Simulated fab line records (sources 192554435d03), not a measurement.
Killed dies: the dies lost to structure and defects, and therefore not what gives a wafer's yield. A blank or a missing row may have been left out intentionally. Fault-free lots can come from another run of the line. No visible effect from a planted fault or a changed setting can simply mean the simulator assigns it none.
Problem report, 8D (eight disciplines) form, completed by code | flow n5-finfet | the parts of the form that need people (team, actions taken, sign-off) are left out

== 1. PROBLEM STATEMENT ==
killed-at-front-end at N5_PASSIVATION_PROBE_49 reads a mean of 117 on 1 wafer of 1 lot; wafers without a fault read 37 with a standard deviation of 10. Relative to the usual mean, that is a shift of +8.0 standard deviations.
The first sign was on wafer L914.3 at day 19 02:54, on prober-02. The record has a number at this step for 6 wafers belonging to 2 lots. Rule for "out", or "out of limits": more than 4 standard deviations from the usual mean. The rest of the wafers with a number are treated as sound.

== 2. WHAT THIS IS AND IS NOT ==
question                    | is                                                                                                                                        | is not
which readings at this step | killed-at-front-end, defect-limited-yield, killed-dies, killed-on-rim, sort_bin_5_function, sort_bin_8_speed, sort-n-pass, sort-yield-pct | killed_at_M0_to_M3, killed_at_M4_up, killed-at-contacts, killed-at-other, killed-open, killed-short, sort_bin_6_memory
which lots                  | L914                                                                                                                                      | L904
which wafers of those lots  | L914.3                                                                                                                                    | L914.1, L914.5
read on which tools         | prober-02                                                                                                                                 | prober-01
when                        | from day 19 02:54                                                                                                                         | up to then (4 sound wafers); but 1 sound wafer of L914 came after

== 3. WHAT RULES OUT EACH SUSPECT ==
Counting: a tool at a process step up to the reading stays a suspect if it ran every lot that is out. Sound lots after the first of them don't rule it out here, since some wafers of a struck lot are sound.
- rie-diel-04 at N5_HKMG_FIN_ETCH_67 (etches SOC in N2/H2, stops on TiN, target depth 388.9 nm): kept. It processed L914, the lot that is out, at day 9 00:25, and its most recent sound lot before then was L904 at day 6 13:18.
- rtp-anneal-01 at N5_BEOL_M15_ANNEAL_48 (time 90 s): kept. It processed L914, the lot that is out, at day 18 11:32, and its most recent sound lot before then was L904 at day 15 11:35.
- pecvd-03 at N5_BEOL_M15_DEP_53 (deposits SiCN from 3MS/NH3, target thk 50 nm, time 17.8 s): kept. It ran the lot that is out, L914 (day 18 12:11).
- pvd-sputter-03 at N5_MIM_TOP_SPUTTER_03 (material TiN, target thk 35 nm, time 89.7 s): kept. It ran the lot that is out, L914 (day 18 15:37).
- prober-02 at N5_PASSIVATION_PROBE_49: kept. It ran the lot that is out, L914 (day 19 02:48). Its own defect-limited-yield, killed-at-front-end, killed-dies, killed-on-rim, sort_bin_5_function, sort_bin_8_speed, sort-n-pass, sort-yield-pct readings are out on those wafers.
- At N5_HKMG_FIN_ETCH_67, inside rie-diel-04: chamber 1 took the wafers that are out, while their sound lot-mates went through chambers 0, 2.
- At N5_BEOL_M15_DEP_53, inside pecvd-03: chamber 0 took the wafers that are out, while their sound lot-mates went through chambers 1, 2.
Left after counting: rie-diel-04 at N5_HKMG_FIN_ETCH_67, rtp-anneal-01 at N5_BEOL_M15_ANNEAL_48, pecvd-03 at N5_BEOL_M15_DEP_53, pvd-sputter-03 at N5_MIM_TOP_SPUTTER_03, prober-02 at N5_PASSIVATION_PROBE_49.

== 4. THE CAUSE (what the simulator had put in) ==
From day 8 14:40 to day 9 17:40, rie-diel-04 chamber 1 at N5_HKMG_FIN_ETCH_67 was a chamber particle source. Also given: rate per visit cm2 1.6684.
5 suspects survive the count, and this tool is in that group.

== 5. THE CHAIN OF EFFECTS, in route order ==
Rows list readings where the struck wafers' mean (over those with a number) sits beyond 3 standard deviations from the usual. Scope: only readings with a usual standard deviation given in the record; hours: median across lots of the time from each lot's start at the first step in this table that gives one to its start at this step; sigmas: change in usual standard deviations.
hours | step                    | reading              | usual  | on struck wafers | change | sigmas
0     | N5_BEOL_M15_DEP_53      | throttle-valve-pct   | 17.8 % | 21.6             | +3.8   | +3.5
15    | N5_PASSIVATION_PROBE_49 | defect-limited-yield | 91.2 % | 83.6             | -7.6   | -5.4
15    | N5_PASSIVATION_PROBE_49 | killed-at-front-end  | 37     | 117              | +80    | +8.0
15    | N5_PASSIVATION_PROBE_49 | killed-dies          | 103    | 193              | +90    | +5.3
15    | N5_PASSIVATION_PROBE_49 | killed-on-rim        | 14     | 34               | +20    | +5.7
15    | N5_PASSIVATION_PROBE_49 | sort_bin_5_function  | 5.1 %  | 8.8              | +3.7   | +4.0
15    | N5_PASSIVATION_PROBE_49 | sort_bin_8_speed     | 0.01 % | 0.34             | +0.33  | +7.7
15    | N5_PASSIVATION_PROBE_49 | sort-n-pass          | 1077   | 983              | -94    | -5.5
15    | N5_PASSIVATION_PROBE_49 | sort-yield-pct       | 91.2 % | 83.3             | -7.9   | -5.6
Process steps it contains:
- N5_BEOL_M15_DEP_53: deposits SiCN from 3MS/NH3, target thk 50 nm, time 17.8 s.
- N5_PASSIVATION_PROBE_49

== 6. HOW IT WOULD HAVE BEEN CAUGHT EARLIER ==
The fault began at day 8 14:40; the first out-of-limits reading in this record came at day 19 02:54, 252 hours later.
An alarm limit of 4 standard deviations would not have fired on the tool readings at N5_HKMG_FIN_ETCH_67 for which the record gives a usual standard deviation, since none of them was out on any struck wafer.
Each of the lots that are out, 1 in all, had begun N5_HKMG_FIN_ETCH_67 on rie-diel-04 no later than day 19 02:54. A hold on the tool at that time would have spared none of them.
